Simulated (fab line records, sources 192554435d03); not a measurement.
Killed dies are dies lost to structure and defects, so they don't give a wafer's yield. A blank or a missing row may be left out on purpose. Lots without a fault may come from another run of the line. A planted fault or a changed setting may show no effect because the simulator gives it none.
Chamber matching | flow n5_finfet | N5_BEOL_M13_ETCH_67 on rie_diel-03: 4 sister chambers
The step etches SiARC in CF4, target depth 143 nm, time 238.3 s. 8 wafers are shown with their chamber, then 7 later ones without.

WAFERS WITH THEIR CHAMBER
wafer  | chamber | showerhead_plenum_p_Torr (Torr) | throttle_valve_pct (%)
L077.5 | 3       | 2.22                            | 16.01
L082.1 | 0       | 2.08                            | 15.59
L082.2 | 3       | 2.21                            | 16.05
L082.4 | 1       | 2.14                            | 15.75
L082.5 | 1       | 2.14                            | 15.73
L082.6 | 2       | 2.19                            | 15.26
L089.1 | 0       | 2.08                            | 15.63
L089.2 | 2       | 2.19                            | 15.27

WAFERS WITHOUT THEIR CHAMBER
wafer  | showerhead_plenum_p_Torr (Torr) | throttle_valve_pct (%)
L089.5 | 2.13                            | 15.78
L095.2 | 2.13                            | 15.78
L095.3 | 2.07                            | 15.64
L095.4 | 2.18                            | 15.29
L097.1 | 2.07                            | 15.66
L097.5 | 2.20                            | 16.09
L097.6 | 2.18                            | 15.32

WHICH CHAMBER EACH WENT THROUGH
wafer  | from the rows above | in truth
L089.5 | 1                   | 1
L095.2 | 1                   | 1
L095.3 | 0                   | 0
L095.4 | 2                   | 2
L097.1 | 0                   | 0
L097.5 | 3                   | 3
L097.6 | 2                   | 2
Placed correctly: 7 of 7. Can't be placed from these rows: 0. Placed wrongly: 0.
How it was worked out, from the rows above alone: a wafer's distance from a chamber is the root of the sum, over the readings, of the square of ((its reading less the chamber's mean) divided by the reading's scatter). The wafer belongs to the nearest chamber; if the next one is less than 2 further off, it can't be placed. A chamber's mean is the mean of its shown wafers. The scatter: the root of (the sum of the squares of (reading less its chamber's mean) over the shown wafers, divided by (wafers less chambers)).
